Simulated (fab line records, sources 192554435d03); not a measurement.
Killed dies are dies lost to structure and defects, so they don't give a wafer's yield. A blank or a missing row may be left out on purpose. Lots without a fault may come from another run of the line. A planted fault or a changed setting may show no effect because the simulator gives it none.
One fault seen from 2 desks | flow n5_finfet | each desk has only its own numbers; what lay behind them comes last

THE TOOL OWNER'S DESK: litho_track-03
The tool's own readings at N5_BEOL_M14_PEB_26 (peb time 90 s): means of the sampled wafers that have a number, for each lot that ran on this tool. A lot is out of limits, marked OUT, if its mean lies more than 4 standard deviations from the usual mean; the brackets give that distance.
Columns: A = chill_plate_temp_C at N5_BEOL_M14_PEB_26, usual 22.99 C; B = exhaust_pa at N5_BEOL_M14_PEB_26, usual 45.2 Pa
lot  | first seen here | A     | B
L876 | day 16 12:32    | 22.89 | 46.5
L881 | day 18 09:34    | 22.96 | 46.9
L884 | day 18 17:05    | 22.85 | 46.1
L882 | day 18 19:05    | 22.87 | 44.9
This desk's finding: nothing out of limits on any of the 4 lots.

THE METROLOGY DESK
What the gauges read, lot by lot, whatever tool the lot ran on: means of the sampled wafers that have a number. A lot is out of limits, marked OUT, if its mean lies more than 4 standard deviations from the usual mean; the brackets give that distance.
Columns: A = V13_OVL at N5_BEOL_M14_OVL_MEAS_11, usual 3 nm; B = cd_nm at N5_BEOL_M14_CD_MEAS_28, usual 284.9 nm
lot  | first seen here | A  | B
L861 | day 12 04:34    | 7  | 285.5
L863 | day 12 11:51    | 1  | 286.3
L866 | day 12 12:51    | 0  | 286.1
L865 | day 13 04:22    | -1 | 283.7
L867 | day 13 12:59    | 5  | -
L868 | day 13 13:44    | 0  | -
L869 | day 14 16:20    | 2  | 285.6
L876 | day 16 11:41    | 4  | 284.4
L875 | day 16 21:12    | 4  | 283.9
L874 | day 17 03:33    | 7  | 285.6
L880 | day 17 21:00    | -1 | 283.7
L881 | day 18 08:03    | 4  | 283.8
L884 | day 18 16:05    | 8  | 285.7
L882 | day 18 18:22    | 1  | 283.3
This desk's finding: nothing out of limits on any of the 14 lots.

PUT TOGETHER
The tool owner's desk saw nothing out of limits.
The metrology desk saw nothing out of limits.

WHAT THE SIMULATOR HAD PUT IN
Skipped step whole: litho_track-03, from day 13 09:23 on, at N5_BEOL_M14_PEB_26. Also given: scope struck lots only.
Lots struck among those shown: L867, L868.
